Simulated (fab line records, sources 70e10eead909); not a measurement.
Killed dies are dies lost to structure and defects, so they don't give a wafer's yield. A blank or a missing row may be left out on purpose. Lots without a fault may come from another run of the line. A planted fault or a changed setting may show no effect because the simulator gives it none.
fab line records | flow nand_harc
record lots=10 wafers=30 last_day=33
route steps=1302 shown P_BONDPAD@375 THIN_TSV@1262 END@1301
lots that met no fault: from a run of the same line without faults
start_h: hours from the record's first day to the start of the lot's first wafer shown | wait_h: hours since the lot's step before | " the same as in the row above | L1.1+2: a row that stands for several wafers | - no value, or no start given | * or withheld: withheld | < > ~ a bound
route shown NAME@n: a module of which the file shows steps, and the number in the route of the first | usual: mean/standard deviation of fault-free wafers | same: alike in all rows | chamber/n: place in a boat | sites: the reading at each site | _std_site: their standard deviation | _edge_site: outer sites' mean less inner sites' | radius_mm: how far each site lies from the wafer's centre | mask NAME#n: copy n | behind: the tool/chamber that last shaped the wafer | hold: why the lot was held/for how many hours/how that ended | device: the transistor (n, p or np) that didn't switch | end of line: the same wafers' tests at the end of the route | a step without rows: its recipe alone | killed: dies lost to structure and defects at the first sort, not the wafer's yield | map: a wafer's dies, x killed, . not, _ none there
set.NAME: the setting as run; set.NAME@STEP: as run at that earlier step | model.NAME: the simulator's own value behind a step, which no gauge read
steps of the route over a sample of lots; a table a step, a row a wafer
services: from which hour (start_h, from the record's first day; less than 0 if before it) a tool's chamber was out of use, for how many hours, and why
## steps
# step NHARC_P_BONDPAD_PRE_CLEAN_26
# recipe time_s=30 temp_c=280 gas=H2/He
# usual heater_power_w=453/44
# columns lot.wafer tool chamber start_h wait_h heater_power_w
L852.3 pvd_sputter-01 - 139.72 - 548
L852.2 " - " " 439
L852.5 " - " " 531
L853.1 pvd_sputter-02 - 147.55 - 448
L853.2 " - " " 469
L853.4 " - " " 465
L854.1 pvd_sputter-01 - 159.04 - 553
L854.2 " - " " 418
L854.6 " - " " 555
L855.2 pvd_sputter-02 - 163.38 - 458
L855.6 " - " " 466
L855.5 " - " " 456
L857.3 pvd_sputter-01 - 186.49 - 454
L857.1 " - " " 548
L857.6 " - " " 442
L861.2 pvd_sputter-02 - 231.44 - 440
L861.6 " - " " 461
L861.5 " - " " 440
L862.4 pvd_sputter-02 - 238.73 - 444
L862.2 " - " " 428
L862.1 " - " " 459
L872.3 pvd_sputter-02 - 330.09 - 432
L872.1 " - " " 417
L872.2 " - " " 453
L873.4 pvd_sputter-02 - 343.30 - 456
L873.6 " - " " 446
L873.5 " - " " 447
L875.3 pvd_sputter-01 - 373.44 - 462
L875.2 " - " " 430
L875.5 " - " " 456
# step NHARC_THIN_TSV_ETCH_44
# recipe target_depth_a=15942 time_s=797.1 cf4_flow_sccm=150 o2_flow_sccm=10 ar_flow_sccm=0 rf_w=300 bias_w=800 chemistry=CF4/O2
# usual bias_w=800.1/2.5 chamber_pressure_mTorr=30.002/0.028 drypump_motor_current_A=5.6/0.47 oes_product_au=0.997/0.0091 rf_vpp_V=794/4.7 showerhead_plenum_p_Torr=1.83/0.074 throttle_valve_pct=16.915/0.0091
# columns lot.wafer tool chamber start_h wait_h bias_w chamber_pressure_mTorr drypump_motor_current_A oes_product_au rf_hours_counter_h rf_vpp_V showerhead_plenum_p_Torr throttle_valve_pct
L852.2 rie_diel-03 1 542.59 0.1 801.1 30.012 5.7 1.001 3 800 1.94 16.925
L852.3 " 0 " " 799.6 29.995 5.9 1.005 3 798 1.90 16.925
L852.5 " 1 " " 800.9 29.992 5.7 0.986 - 800 1.94 16.910
L855.2 rie_diel-02 1 559.92 0.1 799.2 29.962 5.2 0.992 10 787 1.72 16.920
L855.5 " 0 " " 799.2 30.000 5.7 1.018 - 788 1.73 16.913
L855.6 " 1 " " 802.5 30.029 5.3 0.999 - 787 1.72 16.926
L853.2 rie_diel-08 2 561.15 0.1 798.0 29.982 4.9 0.991 0 791 1.77 16.919
L853.1 " 0 " " 800.7 30.039 6.3 1.002 0 794 1.82 16.914
L853.4 " 1 " " 801.5 30.024 4.9 1.005 0 793 1.81 16.908
L854.1 rie_diel-08 0 562.39 0.1 800.5 30.019 6.3 1.005 0 794 1.82 16.907
L854.2 " 2 " " 799.4 30.016 4.9 0.990 1 791 1.77 16.917
L854.6 " 1 " " 801.9 29.991 5.0 1.009 - 795 1.81 16.902
L857.1 rie_diel-02 2 583.74 0.1 804.7 30.027 5.8 1.004 0 797 1.89 16.921
L857.3 " 3 " " 794.4 29.966 6.3 0.999 0 796 1.86 16.914
L857.6 " 2 " " 801.4 30.000 5.7 0.994 - 797 1.89 16.931
L861.2 rie_diel-02 0 636.56 0.1 798.8 30.063 5.7 1.004 3 788 1.73 16.909
L861.5 " 3 " " 802.0 29.963 6.3 0.983 - 795 1.86 16.931
L861.6 " 0 " " 800.7 29.948 5.7 1.003 - 788 1.73 16.916
L862.4 rie_diel-03 3 649.34 0.1 801.7 29.986 5.7 1.005 0 793 1.81 16.917
L862.1 " 1 " " 802.5 29.996 5.6 0.999 0 802 1.94 16.913
L862.2 " 2 " " 798.0 29.999 4.9 0.992 0 796 1.86 16.924
L872.2 rie_diel-02 3 738.14 0.1 800.6 29.989 6.3 0.988 10 796 1.86 16.912
L872.1 " 1 " " 800.9 30.046 5.2 0.977 12 787 1.72 16.904
L872.3 " 3 " " 800.0 30.053 6.3 0.991 - 796 1.86 16.930
L873.4 rie_diel-02 3 757.45 0.1 800.2 30.009 6.3 0.988 0 796 1.86 16.907
L873.5 " 3 " " 798.8 30.001 6.3 0.982 - 796 1.86 16.909
L873.6 " 0 " " 802.4 30.010 5.7 1.000 - 788 1.73 16.912
L875.3 rie_diel-03 0 779.55 0.1 800.5 30.001 5.9 0.993 8 798 1.90 16.915
L875.2 " 1 " " 797.4 29.990 5.7 1.010 8 800 1.93 16.928
L875.5 " 1 " " 791.7 29.978 5.7 0.998 - 800 1.93 16.914
# step NHARC_THIN_TSV_CD_MEAS_37
# usual cd_nm=5001/3.1
# columns lot.wafer tool chamber start_h wait_h cd_nm
L852.2 cd_sem-02 - 549.70 - 5003
L852.3 " - " " 5003
L852.5 " - " " 5002
L855.2 cd_sem-03 - 566.97 - 5000
L855.5 " - " " 4999
L855.6 " - " " 4998
L853.1 cd_sem-02 - 568.72 - 5006
L853.2 " - " " 5004
L853.4 " - " " 5002
L854.1 cd_sem-01 - 570.01 - 5003
L854.2 " - " " 5003
L854.6 " - " " 5002
L857.1 cd_sem-03 - 590.90 - 5000
L857.3 " - " " 4998
L857.6 " - " " 4995
L861.2 cd_sem-01 - 643.74 - 5008
L861.5 " - " " 5004
L861.6 " - " " 5007
L862.1 cd_sem-02 - 656.43 - 4999
L862.2 " - " " 4995
L862.4 " - " " 4997
L872.1 cd_sem-01 - 745.78 - 4993
L872.2 " - " " 4998
L872.3 " - " " 4998
L873.4 cd_sem-02 - 764.55 - 5004
L873.5 " - " " 5003
L873.6 " - " " 5004
L875.2 cd_sem-03 - 786.55 - 5002
L875.3 " - " " 5002
L875.5 " - " " 4999
# step NHARC_END_WLT_00
# usual VT_DECK1_BOTTOM=0.871/0.0086 VT_DECK1_BOTTOM_INNER=0.870/0.0083 VT_DECK1_MEDIAN_NEAR_BOTTOM=0.871/0.0084 VT_DECK1_MEDIAN_NEAR_BOTTOM_INNER=0.872/0.0081 VT_DECK1_MIDDLE=0.884/0.008 VT_DECK1_MIDDLE_INNER=0.884/0.0074 VT_DECK1_TOP=0.895/0.0085 VT_DECK1_TOP_INNER=0.895/0.008 VT_DECK2_BOTTOM=0.869/0.0068 VT_DECK2_BOTTOM_INNER=0.870/0.0072 VT_DECK2_MEDIAN_NEAR_BOTTOM=0.871/0.0075 VT_DECK2_MEDIAN_NEAR_BOTTOM_INNER=0.870/0.0069 VT_DECK2_MIDDLE=0.883/0.0065 VT_DECK2_MIDDLE_INNER=0.881/0.0067 VT_DECK2_TOP=0.894/0.0068 VT_DECK2_TOP_INNER=0.893/0.0065
# columns lot.wafer tool chamber start_h wait_h VT_DECK1_BOTTOM VT_DECK1_BOTTOM_INNER VT_DECK1_MEDIAN_NEAR_BOTTOM VT_DECK1_MEDIAN_NEAR_BOTTOM_INNER VT_DECK1_MIDDLE VT_DECK1_MIDDLE_INNER VT_DECK1_TOP VT_DECK1_TOP_INNER VT_DECK2_BOTTOM VT_DECK2_BOTTOM_INNER VT_DECK2_MEDIAN_NEAR_BOTTOM VT_DECK2_MEDIAN_NEAR_BOTTOM_INNER VT_DECK2_MIDDLE VT_DECK2_MIDDLE_INNER VT_DECK2_TOP VT_DECK2_TOP_INNER
L852.2 prober-01 - 555.96 0.5 0.876 0.882 0.885 0.883 0.886 0.892 0.910 0.892 0.873 0.876 0.871 0.872 0.884 0.888 0.898 0.901
L852.3 " - " " 0.880 0.869 0.865 0.880 0.881 0.896 0.910 0.906 0.877 0.873 0.876 0.871 0.895 0.886 0.896 0.896
L852.5 " - " " 0.875 0.865 0.869 0.874 0.889 0.891 0.911 0.900 0.873 0.869 0.872 0.873 0.885 0.881 0.902 0.899
L853.1 prober-01 - 572.79 0.0 0.899 0.880 0.888 0.884 0.904 0.894 0.908 0.903 0.880 0.869 0.870 0.869 0.880 0.880 0.896 0.891
L853.2 " - " " 0.870 0.876 0.878 0.880 0.894 0.896 0.913 0.919 0.874 0.873 0.866 0.863 0.878 0.878 0.894 0.895
L853.4 " - 574.32 1.6 0.882 0.882 0.885 0.886 0.894 0.899 0.906 0.905 0.875 0.879 0.871 0.878 0.879 0.879 0.893 0.904
L854.1 prober-02 - 572.80 0.0 0.869 0.872 0.867 0.870 0.882 0.879 0.887 0.894 0.868 0.878 0.882 0.874 0.880 0.877 0.901 0.891
L854.2 " - " " 0.870 0.865 0.870 0.878 0.885 0.888 0.892 0.893 0.855 0.858 0.871 0.859 0.871 0.875 0.894 0.894
L854.6 " - 575.26 2.5 0.877 0.879 0.865 0.877 0.888 0.886 0.895 0.889 0.860 0.859 0.870 0.866 0.880 0.881 0.893 0.896
L855.2 prober-02 - 581.06 8.3 0.884 0.881 0.882 0.883 0.893 0.891 0.901 0.899 0.872 0.865 0.879 0.866 0.887 0.883 0.889 0.890
L855.5 " - 582.55 9.8 0.876 0.867 0.878 0.871 0.891 0.896 0.903 0.897 0.873 0.876 0.874 0.869 0.881 0.882 0.890 0.892
L855.6 " - " " 0.878 0.874 0.876 0.876 0.896 0.892 0.903 0.905 0.863 0.866 0.880 0.872 0.881 0.878 0.894 0.890
L857.1 prober-02 - 598.33 0.1 0.878 0.874 0.877 0.872 0.882 0.886 0.888 0.896 0.878 0.876 0.882 0.878 0.886 0.886 0.896 0.893
L857.3 " - 599.33 1.1 0.874 0.876 0.876 0.872 0.888 0.880 0.900 0.902 0.869 0.868 0.874 0.870 0.892 0.897 0.901 0.899
L857.6 " - 600.81 2.5 0.874 0.870 0.870 0.881 0.886 0.885 0.890 0.890 0.872 0.883 0.875 0.887 0.893 0.893 0.896 0.897
L861.2 prober-01 - 648.87 0.6 0.856 0.862 0.852 0.856 0.877 0.873 0.889 0.886 0.872 0.871 0.874 0.875 0.890 0.877 0.884 0.890
L861.5 " - 650.39 2.1 0.850 0.858 0.866 0.864 0.873 0.871 0.880 0.891 0.870 0.876 0.866 0.867 0.889 0.881 0.895 0.893
L861.6 " - " " 0.857 0.861 0.854 0.856 0.886 0.880 0.889 0.882 0.868 0.871 0.865 0.871 0.880 0.877 0.884 0.893
L862.1 prober-02 - 661.13 0.1 0.864 0.862 0.865 0.874 0.887 0.889 0.891 0.898 0.865 0.852 0.863 0.854 0.862 0.873 0.882 0.892
L862.2 " - " " 0.879 0.875 0.876 0.886 0.887 0.892 0.896 0.899 0.860 0.871 0.864 0.867 0.880 0.874 0.883 0.884
L862.4 " - " " 0.878 0.880 0.874 0.877 0.893 0.882 0.905 0.899 0.862 0.868 0.869 0.865 0.872 0.886 0.887 0.890
L872.1 prober-02 - 748.83 0.1 0.855 0.867 0.863 0.867 0.874 0.874 0.888 0.882 0.858 0.859 0.857 0.859 0.873 0.870 0.897 0.883
L872.2 " - " " 0.866 0.861 0.859 0.867 0.882 0.878 0.896 0.887 0.861 0.853 0.845 0.859 0.875 0.869 0.886 0.887
L872.3 " - " " 0.863 0.860 0.858 0.865 0.878 0.880 0.887 0.884 0.860 0.869 0.867 0.857 0.877 0.865 0.886 0.876
L873.4 prober-01 - 770.76 1.6 0.865 0.867 0.862 0.870 0.883 0.876 0.884 0.886 0.880 0.879 0.888 0.880 0.884 0.884 0.894 0.889
L873.5 " - " " 0.869 0.866 0.870 0.862 0.869 0.882 0.893 0.887 0.875 0.874 0.874 0.878 0.881 0.884 0.905 0.895
L873.6 " - " " 0.860 0.860 0.860 0.871 0.877 0.883 0.880 0.889 0.879 0.875 0.873 0.879 0.883 0.886 0.882 0.890
L875.2 prober-02 - 792.31 0.6 0.860 0.864 0.864 0.863 0.874 0.875 0.874 0.891 0.873 0.870 0.874 0.876 0.878 0.886 0.894 0.887
L875.3 " - " " 0.858 0.863 0.864 0.857 0.880 0.878 0.884 0.894 0.860 0.866 0.866 0.870 0.882 0.881 0.883 0.884
L875.5 " - 793.81 2.1 0.864 0.861 0.863 0.864 0.874 0.873 0.887 0.894 0.865 0.862 0.871 0.879 0.876 0.878 0.888 0.890
# step NHARC_END_SORT_01
# recipe temp_c=25
# usual defect_limited_yield=89.8/2.4 killed_at_array=64/16 killed_at_other=1.0/1.1 killed_at_periphery=3.5/2.3 killed_dies=69/17 killed_open=3.2/1.6 killed_short=2.4/1.6
# same gross_dies=677
# columns lot.wafer tool chamber start_h wait_h defect_limited_yield[%] killed_at_array killed_at_other killed_at_periphery killed_dies killed_open killed_short
L852.2 prober-01 0 559.23 2.8 86.1 88 0 6 94 3 7
L852.3 prober-01 0 560.03 3.1 88.2 73 2 5 80 2 3
L852.5 prober-01 0 561.65 3.7 88.5 71 1 6 78 1 2
L861.2 prober-01 0 652.20 2.8 78.7 55 1 88 144 2 3
L861.5 prober-01 0 654.60 3.7 77.8 61 2 87 150 0 0
L861.6 prober-01 0 655.40 4.0 77.5 55 0 97 152 2 2
L862.1 prober-02 0 664.10 2.5 78.3 58 1 88 147 5 1
L862.2 prober-02 0 664.90 2.8 80.2 52 1 81 134 6 2
L862.4 prober-02 0 666.50 3.4 78.0 61 1 87 149 1 0
L872.1 prober-02 0 751.85 2.5 89.8 67 0 2 69 2 3
L872.2 prober-02 0 752.64 2.8 87.0 84 1 3 88 2 2
L872.3 prober-02 0 753.43 3.1 88.3 71 2 6 79 5 1
# killed by level:class
L852.2 A_CHANNEL_HOLE_D2:chamber_film_flake=41 A_SLIT:chamber_film_flake=20 A_CONTACT:chamber_film_flake=10 A_CHANNEL_FILL_D2:chamber_film_flake=6 A_WL_FILL:geometric_particle:short=3 P_STI:chamber_film_flake=3 A_STAIRCASE:chamber_film_flake=3 P_M0:geometric_particle:open=1
L852.3 A_CHANNEL_HOLE_D2:chamber_film_flake=32 A_SLIT:chamber_film_flake=23 A_CONTACT:chamber_film_flake=6 A_STAIRCASE:chamber_film_flake=5 P_STI:chamber_film_flake=3 A_CHANNEL_FILL_D1:chamber_film_flake=2 THIN_TSV:chamber_film_flake=2 P_CONTACT:geometric_particle:short=1
L852.5 A_CHANNEL_HOLE_D2:chamber_film_flake=30 A_SLIT:chamber_film_flake=19 A_CONTACT:chamber_film_flake=12 A_STAIRCASE:chamber_film_flake=7 P_STI:chamber_film_flake=3 P_M1:geometric_particle:short=1 A_ONON_D2:geometric_particle:open=1 A_CHANNEL_HOLE_D2:geometric_particle:short=1
L861.2 P_BONDPAD:unspecified=83 A_SLIT:chamber_film_flake=28 A_CHANNEL_HOLE_D2:chamber_film_flake=16 A_CONTACT:chamber_film_flake=4 P_M2:chamber_film_flake=3 A_CHANNEL_HOLE_D1:chamber_film_flake=3 A_CHANNEL_HOLE_D1:geometric_particle:short=2 P_CONTACT:geometric_particle:open=1
L861.5 P_BONDPAD:unspecified=84 A_SLIT:chamber_film_flake=31 A_CHANNEL_HOLE_D2:chamber_film_flake=12 A_CHANNEL_HOLE_D1:chamber_film_flake=9 A_CONTACT:chamber_film_flake=9 P_M2:chamber_film_flake=3 THIN_TSV:chamber_film_flake=2
L861.6 P_BONDPAD:unspecified=93 A_SLIT:chamber_film_flake=30 A_CHANNEL_HOLE_D2:chamber_film_flake=10 A_CHANNEL_HOLE_D1:chamber_film_flake=6 A_CONTACT:chamber_film_flake=4 P_M2:chamber_film_flake=4 A_CHANNEL_HOLE_D1:geometric_particle:open=1 A_SGD_CUT:geometric_particle:open=1
L862.1 P_BONDPAD:unspecified=84 A_CHANNEL_HOLE_D1:chamber_film_flake=33 A_CHANNEL_HOLE_D2:chamber_film_flake=18 P_GATE:chamber_film_flake=2 P_M2:geometric_particle:open=1 A_DECK1_JOINT:geometric_particle:open=1 A_ONON_D2:geometric_particle:short=1 A_CHANNEL_FILL_D2:geometric_particle:open=1
L862.2 P_BONDPAD:unspecified=75 A_CHANNEL_HOLE_D1:chamber_film_flake=31 A_CHANNEL_HOLE_D2:chamber_film_flake=14 A_SLIT:chamber_film_flake=2 P_STI:geometric_particle:open=1 P_CONTACT:geometric_particle:open=1 P_M0:geometric_particle:short=1 P_M0:geometric_particle:open=1
L862.4 P_BONDPAD:unspecified=85 A_CHANNEL_HOLE_D1:chamber_film_flake=32 A_CHANNEL_HOLE_D2:chamber_film_flake=19 A_M1:chamber_film_flake=3 A_SLIT:chamber_film_flake=3 A_WL_FILL:chamber_film_flake=2 A_WL_FILL:geometric_particle:open=1 P_ZERO_WELL:chamber_film_flake=1
L872.1 A_SLIT:chamber_film_flake=34 A_CHANNEL_HOLE_D1:chamber_film_flake=23 A_ZERO_WELL:chamber_film_flake=3 A_CHANNEL_FILL_D2:geometric_particle:open=2 P_M1:geometric_particle:short=1 A_CHANNEL_FILL_D1:geometric_particle:short=1 A_DECK1_JOINT:geometric_particle:short=1 P_GATE:chamber_film_flake=1
L872.2 A_SLIT:chamber_film_flake=40 A_CHANNEL_HOLE_D1:chamber_film_flake=29 A_ZERO_WELL:chamber_film_flake=4 A_DECK1_JOINT:chamber_film_flake=3 P_GATE:chamber_film_flake=2 A_CHANNEL_FILL_D1:chamber_film_flake=2 P_M0:geometric_particle:open=1 A_CHANNEL_FILL_D1:geometric_particle:open=1
L872.3 A_CHANNEL_HOLE_D1:chamber_film_flake=29 A_SLIT:chamber_film_flake=29 P_STI:chamber_film_flake=2 P_GATE:chamber_film_flake=2 A_ZERO_WELL:chamber_film_flake=2 A_CHANNEL_FILL_D1:chamber_film_flake=2 A_STAIRCASE:chamber_film_flake=2 THIN_TSV:chamber_film_flake=2
## services
# columns tool chamber start_h hours kind
pvd_sputter-01 - 187.57 3.2 repair
rie_diel-02 0 192.96 6.3 repair
rie_diel-02 - 216.70 9.0 pm
pvd_sputter-01 - 226.00 10.0 pm
pvd_sputter-02 - 239.40 1.9 repair
pvd_sputter-02 - 243.30 18.0 repair
rie_diel-02 2 277.98 14.9 repair
pvd_sputter-02 - 282.00 10.0 pm
pvd_sputter-01 - 297.65 1.4 repair
rie_diel-02 - 393.70 9.0 pm
pvd_sputter-01 - 394.95 2.1 repair
pvd_sputter-02 - 460.00 10.0 pm
rie_diel-02 0 471.69 5.7 repair
pvd_sputter-02 - 494.72 5.1 repair
rie_diel-02 0 526.22 5.4 repair
rie_diel-02 - 570.70 9.0 pm
pvd_sputter-02 - 638.00 10.0 pm
pvd_sputter-02 - 672.48 18.2 repair
rie_diel-02 3 690.49 6.1 repair
rie_diel-02 2 701.35 3.5 repair
rie_diel-02 0 706.74 45.4 repair
rie_diel-02 2 737.60 3.9 repair
rie_diel-02 - 747.94 9.0 pm
pvd_sputter-02 - 772.51 1.2 repair
## key
first_sign step=NHARC_END_SORT_01 reading=killed_at_periphery direction=up sigmas=36 usual=3.5 struck=88
effect step=NHARC_END_SORT_01 reading=killed_dies direction=up sigmas=4.7 usual=69 struck=146
more_kills_born_at NHARC_P_BONDPAD_PRE_CLEAN_26@pvd_sputter-02=504
met_at NHARC_P_BONDPAD_PRE_CLEAN_26
struck_lots L861,L862
not_acting_at NHARC_THIN_TSV_ETCH_44,NHARC_THIN_TSV_CD_MEAS_37,NHARC_END_WLT_00
onset_between 163.38 231.44
fault kind=chamber_particle_source tool=pvd_sputter-02 chamber=- onset_h=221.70 steps=NHARC_P_BONDPAD_PRE_CLEAN_26 rate_per_visit_cm2=0.85105 end_h=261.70
